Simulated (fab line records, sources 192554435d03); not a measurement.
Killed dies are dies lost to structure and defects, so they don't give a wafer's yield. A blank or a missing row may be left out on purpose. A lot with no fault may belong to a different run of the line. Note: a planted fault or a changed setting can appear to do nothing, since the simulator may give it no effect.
fab line records    flow n5-finfet
record lots=5  wafers=15  last-day=18
route steps=1938 shown GATE_CUT@498 BEOL_M4@1111 PASSIVATION@1936
lots that met no fault: taken from a fault-free run of the same line
start-h: hours from the record's first day to the start of the lot's first wafer shown    wait-h: hours elapsed since this lot's preceding step    " same as the row above    L1.1+2: a single row standing in for several wafers    - no value, or no start given    * or withheld: withheld    < > ~ a bound
route shown NAME@n: a module of which the file shows steps, and the number in the route of the first    usual: average and standard deviation across the fault-free wafers    same: alike in all rows    chamber/n: place in a boat    sites: readings site by site    _std_site: their standard deviation    _edge_site: outer sites' mean less inner sites'    radius-mm: how far each site lies from the wafer's centre    mask NAME#n: copy n    behind: tool/chamber where the wafer was last shaped    hold: cause of the lot's hold/its duration in hours/its outcome    device: transistor that didn't switch, given as n, p or np    end of line: the route-end tests of the same wafers    step lacking rows: just its recipe    killed: at the first sort, the dies lost to defects and structure; wafer yield is something else    map: shows each die of a wafer: x if killed, . if not, _ if none is there
set.NAME: the setting the step ran with; set.NAME@STEP: the setting that earlier step ran with    model.NAME: the simulator's own value behind a step, which no gauge read
lots at selected steps of the route; one table per step, one row per wafer
services: a tool's chamber out of use, with start hour (start-h, from the record's first day; less than 0 if before it), hours out, and reason
## steps
# step N5_GATE_CUT_STRIP_42
# recipe chemistry=O2  power-w=400  temp-c=40  pressure-mtorr=30  rf-frequency-hz=6e+07  bias-power-w=0  overash-fraction=0.3  o2-flow-sccm=225
# step N5_GATE_CUT_ETCH_19
# recipe chemistry=CH3F/O2  target=SiNx  mask-material=SiO2  target-depth-a=537  time-s=76.7  pressure-mtorr=30  source-w=395  bias-w=73  Ar_flow_sccm=150  CH3F_flow_sccm=30  O2_flow_sccm=20  ion-energy-ev=120  ends=cleared
# step N5_GATE_CUT_CUT_ETCH_53
# recipe chemistry=SF6/Cl2  target=W  mask-material=SiO2  target-depth-a=792  pressure-mtorr=8  icp-w=900  bias-w=80  SF6_flow_sccm=40  Cl2_flow_sccm=60  ends=cleared
# step N5_GATE_CUT_CUT_ETCH_54
# recipe chemistry=Cl2/BCl3  target=TiN  mask-material=SiO2  target-depth-a=967  pressure-mtorr=10  icp-w=1000  bias-w=126  Cl2_flow_sccm=53.25  bcl3-flow-sccm=21.75  Ar_flow_sccm=25  ends=cleared
# step N5_GATE_CUT_CUT_ETCH_55
# recipe chemistry=BCl3  target=HfO2  mask-material=SiO2  target-depth-a=32  ion-energy-ev=30  pressure-mtorr=5  icp-w=450  bias-w=18  bcl3-flow-sccm=80
# step N5_GATE_CUT_ETCH_47
# recipe chemistry=Cl2/BCl3  target=SiO2  target-depth-a=100  pressure-mtorr=10  icp-w=1000  bias-w=126  Cl2_flow_sccm=53.25  bcl3-flow-sccm=21.75  Ar_flow_sccm=25
# step N5_GATE_CUT_VAPOR_ETCH_48
# recipe chemistry=BCl3/Cl2  target=TiN  mode=isotropic
# step N5_GATE_CUT_VAPOR_ETCH_49
# recipe chemistry=BCl3/Cl2  target=TiAlC  mode=isotropic
# step N5_GATE_CUT_VAPOR_ETCH_51
# recipe chemistry=BCl3/Cl2  target=HfO2  mode=isotropic
# step N5_GATE_CUT_STRIP_21
# recipe chemistry=N2/H2  time-s=30  power-w=1000  temp-c=250  pressure-mtorr=withheld  n2-flow-sccm=1750  h2-flow-sccm=3250
# step N5_GATE_CUT_STRIP_29
# recipe chemistry=post-etch-residue-remover  time-s=60  temp-c=25  remover-ph=withheld  remover-water-wt-pct=withheld  remover-fluoride-wt-pct=withheld
# step N5_GATE_CUT_SRD_52
# recipe dry=ipa-marangoni  time-s=30  temp-c=23  rinse-liquid=diw
# step N5_GATE_CUT_ALD_22
# recipe material=SiNx  target-thk-a=160  temp-c=400  ald-precursor-family=SiH2I2  ald-co-reactant=N2/H2-plasma  pulse-time-s=1  ald-cycles=320  purge-time-s=2  co-reactant-purge-time-s=2  pressure-torr=2
# usual ald-cycles=320/0  chamber-pressure-Torr=2.000/0.0046  heater-power-w=830/60  precursor-pulse-height-rel=1.000/0.019
lot.wafer  tool        chamber  start-h  wait-h  ald-cycles  chamber-pressure-Torr  heater-power-w  precursor-pulse-height-rel
L608.4     ald-sin-03  2        153.12   0.0     -           -                      -               -
L608.5     "           0        "        "       -           -                      -               -
L608.6     "           1        "        "       -           -                      -               -
L609.1     ald-sin-02  1        163.26   0.1     -           -                      -               -
L609.2     "           3        "        "       -           -                      -               -
L609.6     "           1        "        "       -           -                      -               -
L610.1     ald-sin-03  3        167.11   0.0     -           -                      -               -
L610.4     "           1        "        "       -           -                      -               -
L610.5     "           1        "        "       -           -                      -               -
L615.1     ald-sin-04  0        194.26   0.0     320         2.004                  774             1.017
L615.2     "           1        "        "       320         1.996                  767             1.024
L615.5     "           1        "        "       320         1.996                  767             0.965
L620.3     ald-sin-02  3        224.36   0.0     320         2.004                  809             1.030
L620.5     "           3        "        "       320         1.994                  827             1.039
L620.6     "           0        "        "       320         2.001                  789             0.998
# step N5_GATE_CUT_CMP_23
# recipe stop-on=SiO2  t-overpolish-s=23.4  post-cmp-clean=alkaline-brush  down-force-psi=2.5  platen-rpm=51.8  pad-velocity-m-s=1.0307  target-thk-nm=16
# usual edge-zone-pressure-frac=0.999/0.0049  motor-current-A=8.8/0.96  pad-life-wafers=1004/500  slurry-flow-ml-min=149.9/0.5  time-to-endpoint-s=19.5/2.1
lot.wafer  tool    chamber  start-h  wait-h  edge-zone-pressure-frac  motor-current-A  pad-life-wafers  slurry-flow-ml-min  time-to-endpoint-s  model.SiO2_of_GATE_CUT_HM_DEP_46.thk-nm
L608.4     cmp-01  1        154.60   0.8     1.012                    8.1              1272             149.8               126.2               14.6
L608.6     "       1        "        "       1.003                    7.8              -                150.2               121.9               15.2
L608.5     "       2        "        "       1.003                    8.6              -                149.1               127.2               14
L609.2     cmp-01  2        164.79   0.8     0.996                    8.4              1369             149.1               123.8               14.8
L609.1     "       0        "        "       1.002                    9.2              1371             150.7               123.5               14.8
L609.6     "       1        "        "       1.001                    7.9              -                150.4               126.4               14.8
L610.4     cmp-04  2        168.64   0.8     0.996                    8.9              553              149.3               124.1               16
L610.1     "       0        "        "       1.007                    8.9              555              150.5               128.2               15.6
L610.5     "       1        "        "       0.999                    9.0              -                150.6               136.2               16.2
L615.2     cmp-04  2        195.78   0.8     1.003                    8.3              769              150.3               22.1                101.8
L615.1     "       3        "        "       1.006                    8.3              770              150.2               22.5                102.6
L615.5     "       1        "        "       0.993                    8.7              -                150.1               23.7                104
L620.3     cmp-01  1        225.89   0.8     1.003                    7.8              1825             150.5               20.6                103.6
L620.6     "       0        "        "       0.995                    9.2              -                150.8               18.7                106
L620.5     "       1        "        "       0.998                    7.9              -                149.7               18.2                104.6
# step N5_GATE_CUT_THK_MEAS_24
# recipe reads=SiO2_of_GATE_CUT_HM_DEP_46+SiO2_flowable_of_ILD0_FCVD_FILL_01
# usual GC_FILL_THK=219.6/1.9
lot.wafer  tool           chamber  start-h  wait-h  GC_FILL_THK[nm]
L608.4     film-metro-01  -        154.90   -       131.1
L608.5     "              -        "        "       129.9
L608.6     "              -        "        "       130.5
L609.1     film-metro-02  -        165.05   -       132.2
L609.2     "              -        "        "       132.0
L609.6     "              -        "        "       131.1
L610.1     film-metro-02  -        168.89   -       132.1
L610.4     "              -        "        "       131.7
L610.5     "              -        "        "       132.3
L615.1     film-metro-01  -        196.04   -       218.7
L615.2     "              -        "        "       217.7
L615.5     "              -        "        "       219.7
L620.3     film-metro-01  -        226.15   -       219.4
L620.5     "              -        "        "       220.1
L620.6     "              -        "        "       221.3
# step N5_GATE_CUT_CMP_43
# recipe material=SiO2  post-cmp-clean=rinse-only
# step N5_GATE_CUT_CMP_61
# recipe stop-on=SiNx  t-overpolish-s=3  post-cmp-clean=alkaline-brush  down-force-psi=4  platen-rpm=27.09  pad-velocity-m-s=0.539
# usual edge-zone-pressure-frac=1.000/0.0048  motor-current-A=11.9/1.3  pad-life-wafers=1005/530  slurry-flow-ml-min=150.0/0.45
# same t-overpolish-s=3
lot.wafer  tool    chamber  start-h  wait-h  edge-zone-pressure-frac  motor-current-A  pad-life-wafers  slurry-flow-ml-min  model.SiO2_of_GATE_CUT_HM_DEP_46.thk-nm
L608.4     cmp-01  0        155.50   0.2     1.000                    11.8             1287             150.4               1.8
L608.5     "       1        "        "       0.999                    10.2             -                150.8               2.8
L608.6     "       2        "        "       0.998                    10.2             -                150.2               2.6
L609.2     cmp-03  0        165.62   0.3     0.999                    12.4             1136             150.5               2.6
L609.1     "       1        "        "       1.001                    11.2             1137             150.2               2.6
L609.6     "       3        "        "       1.003                    15.0             -                150.0               3
L610.4     cmp-01  0        169.40   0.4     0.993                    11.6             1422             150.7               3.4
L610.1     "       1        "        "       1.013                    10.0             1423             149.8               3.6
L610.5     "       0        "        "       1.003                    11.9             -                150.4               2.8
L615.2     cmp-04  3        196.55   0.4     0.994                    11.4             780              150.0               0
L615.1     "       1        "        "       1.001                    11.7             782              150.1               0
L615.5     "       3        "        "       0.996                    10.5             -                149.8               0
L620.3     cmp-04  3        226.75   0.2     1.000                    11.2             1017             149.7               0
L620.6     "       0        "        "       1.003                    12.3             -                150.0               0
L620.5     "       1        "        "       0.999                    12.8             -                150.9               0
# step N5_BEOL_M4_RC_MEAS_101
# usual DIBL_N=36.5/1.4  DIBL_P=36.5/1.6  IOFF_N=0.163/0.022  IOFF_P=0.219/0.029  ION_N=675/8.3  ION_P=464/6.2  SS_N=71.5/0.52  SS_P=73.4/0.57  VT_N=249.7/2.6  VT_P=-250/3
lot.wafer  tool       chamber  start-h  wait-h  DIBL_N[mV/V]  DIBL_P[mV/V]  IOFF_N[nA/um]  IOFF_P[nA/um]  ION_N[uA/um]  ION_P[uA/um]  SS_N[mV/dec]  SS_P[mV/dec]  VT_N[mV]  VT_P[mV]
L615.1     prober-01  0        282.69   0.0     39.3          40.7          0.207          0.254          679           466           72.0          75.2          246.7     -249
L615.2     "          0        "        "       39.1          41.1          0.204          0.262          684           470           71.9          73.8          247.3     -249
L615.5     "          0        "        "       38.5          40.1          0.188          0.236          686           469           71.7          74.2          246.6     -251
L620.3     prober-02  0        317.03   0.3     36.0          35.2          0.146          0.213          671           470           72.1          73.3          251.6     -248
L620.5     "          0        "        "       36.0          35.6          0.148          0.219          673           463           71.5          73.5          250.7     -249
L620.6     "          0        "        "       34.4          32.7          0.123          0.188          675           471           70.1          73.1          250.2     -250
# step N5_PASSIVATION_PROBE_49
# usual defect-limited-yield=91.2/1.6  killed_at_M0_to_M3=33/11  killed_at_M4_up=15/6.2  killed-at-contacts=15/7.1  killed-at-front-end=38/12  killed-at-other=4/3.5  killed-dies=104/19  killed-on-rim=14/4  killed-open=69/14  killed-short=34/8.5  sort_bin_5_function=5.2/0.99  sort_bin_6_memory=3.3/0.77  sort-n-pass=1076/19  sort-yield-pct=91.2/1.6
# same gross-dies=1180  killed-at-back-side=0  sort_bin_4_leakage[%]=0  sort_bin_8_speed[%]=0
lot.wafer  tool       chamber  start-h  wait-h  defect-limited-yield[%]  killed_at_M0_to_M3  killed_at_M4_up  killed-at-contacts  killed-at-front-end  killed-at-other  killed-dies  killed-on-rim  killed-open  killed-short  sort_bin_5_function[%]  sort_bin_6_memory[%]  sort-n-pass  sort-yield-pct[%]
L608.4     prober-02  -        335.21   0.2     0                        26                  15               10                  1124                 5                1180         152            68           23            96.7                    3.2                   0            0
L608.5     prober-02  -        335.26   0.2     0                        27                  12               13                  1124                 4                1180         152            71           31            96.5                    2.8                   0            0
L608.6     prober-02  -        335.31   0.3     0                        43                  19               4                   1111                 3                1180         152            74           35            96.7                    3.0                   0            0
L610.1     prober-01  -        347.68   0.0     0                        25                  12               12                  1129                 2                1180         152            58           33            96.5                    3.3                   0            0
L610.4     prober-01  -        347.83   0.2     0                        25                  13               16                  1125                 1                1180         152            62           19            97.5                    2.5                   0            0
L610.5     prober-01  -        347.88   0.2     0                        26                  15               11                  1126                 2                1180         152            72           42            96.3                    3.1                   0            0
L609.1     prober-01  -        354.76   0.0     0                        44                  6                9                   1117                 4                1180         152            68           35            96.8                    2.7                   0            0
L609.2     prober-01  -        354.81   0.1     0                        39                  10               6                   1117                 8                1180         152            57           23            97.6                    1.9                   0            0
L609.6     prober-01  -        355.01   0.3     0                        33                  14               15                  1108                 10               1180         152            69           28            96.9                    3.0                   0            0
# killed by level:class
L608.4 GATE_CUT:area-ald=1089 STI_FIN_REVEAL:geometric-particle:open=10 MOL_CONTACT_COAG:geometric-particle:open=8 BEOL_M2:geometric-particle:open=8 ILD0:geometric-particle:open=7 BEOL_M0_SAQP:geometric-particle:short=7 BEOL_M4:geometric-particle:open=7 BEOL_M0_SAQP:geometric-particle:open=4
L608.5 GATE_CUT:area-ald=1078 STI_FIN_REVEAL:geometric-particle:open=18 MOL_CONTACT_COAG:geometric-particle:open=13 BEOL_M0_SAQP:geometric-particle:short=8 FIN_SAQP:geometric-particle:open=7 BEOL_M1:geometric-particle:open=6 BEOL_M3:geometric-particle:open=5 STARTING-WAFER:geometric-particle:short=5
L608.6 GATE_CUT:area-ald=1070 BEOL_M2:geometric-particle:open=12 BEOL_M1:geometric-particle:open=11 FIN_SAQP:geometric-particle:open=10 BEOL_M4:geometric-particle:open=10 FIN_SAQP:geometric-particle:short=8 BEOL_M3:geometric-particle:open=7 BEOL_M1:geometric-particle:short=5
L610.1 GATE_CUT:area-ald=1088 MOL_CONTACT_COAG:geometric-particle:open=10 STI_FIN_REVEAL:geometric-particle:open=9 GATE_CUT:geometric-particle:short=6 BEOL_M4:geometric-particle:open=6 FIN_SAQP:geometric-particle:open=5 ILD0:geometric-particle:short=5 DUMMY_GATE:geometric-particle:open=5
L610.4 GATE_CUT:area-ald=1098 MOL_CONTACT_COAG:geometric-particle:open=14 STI_FIN_REVEAL:geometric-particle:open=13 BEOL_M1:geometric-particle:open=7 BEOL_M4:geometric-particle:open=6 BEOL_M0_SAQP:geometric-particle:open=4 BEOL_M0_SAQP:geometric-particle:short=4 BEOL_M2:geometric-particle:open=4
L610.5 GATE_CUT:area-ald=1066 FIN_SAQP:geometric-particle:short=15 STI_FIN_REVEAL:geometric-particle:open=13 MOL_CONTACT_COAG:geometric-particle:open=10 FIN_SAQP:geometric-particle:open=8 BEOL_M4:geometric-particle:open=8 BEOL_M2:geometric-particle:open=7 BEOL_M1:geometric-particle:open=6
L609.1 GATE_CUT:area-ald=1076 STI_FIN_REVEAL:geometric-particle:open=15 BEOL_M0_SAQP:geometric-particle:short=12 BEOL_M1:geometric-particle:open=10 MOL_CONTACT_COAG:geometric-particle:open=8 BEOL_M0_SAQP:geometric-particle:open=8 BEOL_M2:geometric-particle:open=5 BEOL_M3:geometric-particle:open=5
L609.2 GATE_CUT:area-ald=1100 BEOL_M1:geometric-particle:open=14 BEOL_M3:geometric-particle:open=10 MOL_CONTACT_COAG:geometric-particle:open=5 BEOL_M0_SAQP:geometric-particle:open=4 BEOL_M2:geometric-particle:open=4 BEOL_M0_SAQP:geometric-particle:short=3 BEOL_M3:geometric-particle:short=3
L609.6 GATE_CUT:area-ald=1083 MOL_CONTACT_COAG:geometric-particle:open=12 BEOL_M3:geometric-particle:open=11 BEOL_M0_SAQP:geometric-particle:open=9 BEOL_M0_SAQP:geometric-particle:short=7 STI_FIN_REVEAL:geometric-particle:open=6 GATE_CUT:geometric-particle:open=4 BEOL_M4:geometric-particle:open=4
# map L608.4 (x killed, . not)
_________________xxxxxxxxxxxx________________
______________xxxxxxxxxxxxxxxxxx_____________
___________xxxxxxxxxxxxxxxxxxxxxxxx__________
__________xxxxxxxxxxxxxxxxxxxxxxxxxx_________
________xxxxxxxxxxxxxxxxxxxxxxxxxxxxxx_______
_______xxxxxxxxxxxxxxxxxxxxxxxxxxxxxxxx______
______xxxxxxxxxxxxxxxxxxxxxxxxxxxxxxxxxx_____
_____xxxxxxxxxxxxxxxxxxxxxxxxxxxxxxxxxxxx____
____xxxxxxxxxxxxxxxxxxxxxxxxxxxxxxxxxxxxxx___
___xxxxxxxxxxxxxxxxxxxxxxxxxxxxxxxxxxxxxxxx__
___xxxxxxxxxxxxxxxxxxxxxxxxxxxxxxxxxxxxxxxx__
__xxxxxxxxxxxxxxxxxxxxxxxxxxxxxxxxxxxxxxxxxx_
__xxxxxxxxxxxxxxxxxxxxxxxxxxxxxxxxxxxxxxxxxx_
_xxxxxxxxxxxxxxxxxxxxxxxxxxxxxxxxxxxxxxxxxxxx
_xxxxxxxxxxxxxxxxxxxxxxxxxxxxxxxxxxxxxxxxxxxx
_xxxxxxxxxxxxxxxxxxxxxxxxxxxxxxxxxxxxxxxxxxxx
_xxxxxxxxxxxxxxxxxxxxxxxxxxxxxxxxxxxxxxxxxxxx
_xxxxxxxxxxxxxxxxxxxxxxxxxxxxxxxxxxxxxxxxxxxx
_xxxxxxxxxxxxxxxxxxxxxxxxxxxxxxxxxxxxxxxxxxxx
_xxxxxxxxxxxxxxxxxxxxxxxxxxxxxxxxxxxxxxxxxxxx
_xxxxxxxxxxxxxxxxxxxxxxxxxxxxxxxxxxxxxxxxxxxx
__xxxxxxxxxxxxxxxxxxxxxxxxxxxxxxxxxxxxxxxxxx_
__xxxxxxxxxxxxxxxxxxxxxxxxxxxxxxxxxxxxxxxxxx_
___xxxxxxxxxxxxxxxxxxxxxxxxxxxxxxxxxxxxxxxx__
___xxxxxxxxxxxxxxxxxxxxxxxxxxxxxxxxxxxxxxxx__
____xxxxxxxxxxxxxxxxxxxxxxxxxxxxxxxxxxxxxx___
_____xxxxxxxxxxxxxxxxxxxxxxxxxxxxxxxxxxxx____
______xxxxxxxxxxxxxxxxxxxxxxxxxxxxxxxxxx_____
_______xxxxxxxxxxxxxxxxxxxxxxxxxxxxxxxx______
________xxxxxxxxxxxxxxxxxxxxxxxxxxxxxx_______
__________xxxxxxxxxxxxxxxxxxxxxxxxxx_________
___________xxxxxxxxxxxxxxxxxxxxxxxx__________
______________xxxxxxxxxxxxxxxxxx_____________
_________________xxxxxxxxxxxx________________
# map L609.1 (x killed, . not)
_________________xxxxxxxxxxxx________________
______________xxxxxxxxxxxxxxxxxx_____________
___________xxxxxxxxxxxxxxxxxxxxxxxx__________
__________xxxxxxxxxxxxxxxxxxxxxxxxxx_________
________xxxxxxxxxxxxxxxxxxxxxxxxxxxxxx_______
_______xxxxxxxxxxxxxxxxxxxxxxxxxxxxxxxx______
______xxxxxxxxxxxxxxxxxxxxxxxxxxxxxxxxxx_____
_____xxxxxxxxxxxxxxxxxxxxxxxxxxxxxxxxxxxx____
____xxxxxxxxxxxxxxxxxxxxxxxxxxxxxxxxxxxxxx___
___xxxxxxxxxxxxxxxxxxxxxxxxxxxxxxxxxxxxxxxx__
___xxxxxxxxxxxxxxxxxxxxxxxxxxxxxxxxxxxxxxxx__
__xxxxxxxxxxxxxxxxxxxxxxxxxxxxxxxxxxxxxxxxxx_
__xxxxxxxxxxxxxxxxxxxxxxxxxxxxxxxxxxxxxxxxxx_
_xxxxxxxxxxxxxxxxxxxxxxxxxxxxxxxxxxxxxxxxxxxx
_xxxxxxxxxxxxxxxxxxxxxxxxxxxxxxxxxxxxxxxxxxxx
_xxxxxxxxxxxxxxxxxxxxxxxxxxxxxxxxxxxxxxxxxxxx
_xxxxxxxxxxxxxxxxxxxxxxxxxxxxxxxxxxxxxxxxxxxx
_xxxxxxxxxxxxxxxxxxxxxxxxxxxxxxxxxxxxxxxxxxxx
_xxxxxxxxxxxxxxxxxxxxxxxxxxxxxxxxxxxxxxxxxxxx
_xxxxxxxxxxxxxxxxxxxxxxxxxxxxxxxxxxxxxxxxxxxx
_xxxxxxxxxxxxxxxxxxxxxxxxxxxxxxxxxxxxxxxxxxxx
__xxxxxxxxxxxxxxxxxxxxxxxxxxxxxxxxxxxxxxxxxx_
__xxxxxxxxxxxxxxxxxxxxxxxxxxxxxxxxxxxxxxxxxx_
___xxxxxxxxxxxxxxxxxxxxxxxxxxxxxxxxxxxxxxxx__
___xxxxxxxxxxxxxxxxxxxxxxxxxxxxxxxxxxxxxxxx__
____xxxxxxxxxxxxxxxxxxxxxxxxxxxxxxxxxxxxxx___
_____xxxxxxxxxxxxxxxxxxxxxxxxxxxxxxxxxxxx____
______xxxxxxxxxxxxxxxxxxxxxxxxxxxxxxxxxx_____
_______xxxxxxxxxxxxxxxxxxxxxxxxxxxxxxxx______
________xxxxxxxxxxxxxxxxxxxxxxxxxxxxxx_______
__________xxxxxxxxxxxxxxxxxxxxxxxxxx_________
___________xxxxxxxxxxxxxxxxxxxxxxxx__________
______________xxxxxxxxxxxxxxxxxx_____________
_________________xxxxxxxxxxxx________________
## services
tool        chamber  start-h  hours  kind
cmp-03      -        145.48   0.9    repair
cmp-01      -        174.98   4.3    repair
ald-sin-04  -        178.30   14.0   pm
ald-sin-04  0        178.30   14.0   vent-cycle
ald-sin-04  1        178.30   14.0   vent-cycle
ald-sin-04  2        178.30   14.0   vent-cycle
ald-sin-04  3        178.30   14.0   vent-cycle
cmp-01      -        191.12   1.8    repair
ald-sin-04  0        192.30   -      clean
ald-sin-04  1        192.30   -      clean
ald-sin-04  2        192.30   -      clean
ald-sin-04  3        192.30   -      clean
ald-sin-04  -        207.11   14.6   pm
## key
first-sign step=N5_GATE_CUT_ALD_22  reading=tool-record  direction=missing
effect step=N5_GATE_CUT_CMP_23  reading=time-to-endpoint-s  direction=up  sigmas=52  usual=*  struck=*
effect step=N5_GATE_CUT_THK_MEAS_24  reading=GC_FILL_THK  direction=down  sigmas=46  usual=219.6  struck=131.4
effect step=N5_PASSIVATION_PROBE_49  reading=sort_bin_5_function  direction=up  sigmas=92  usual=5.2  struck=96.8
model-effect step=N5_GATE_CUT_CMP_23  value=SiO2_of_GATE_CUT_HM_DEP_46.thk-nm  without=104  struck=15.11
model-effect step=N5_GATE_CUT_CMP_61  value=SiO2_of_GATE_CUT_HM_DEP_46.thk-nm  without=0  struck=2.8
more-kills-born-at N5_GATE_CUT_ALD_22@ald-sin-03=6489  N5_GATE_CUT_ALD_22@ald-sin-02=3258
met-at N5_GATE_CUT_ALD_22
struck-wafers L608.4,L608.5,L608.6,L609.1,L609.2,L609.6,L610.1,L610.4,L610.5
later-rows-left-out L608.4,L608.5,L608.6,L609.1,L609.2,L609.6,L610.1,L610.4,L610.5
fault kind=skipped-step-whole  tool=ald-sin-02,ald-sin-03  chamber=-  onset-h=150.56  steps=N5_GATE_CUT_ALD_22  scope=struck-lots-only
# later-rows-left-out: the simulator's readings of these wafers behind a module that went badly wrong aren't trusted and aren't shown, but for the sort
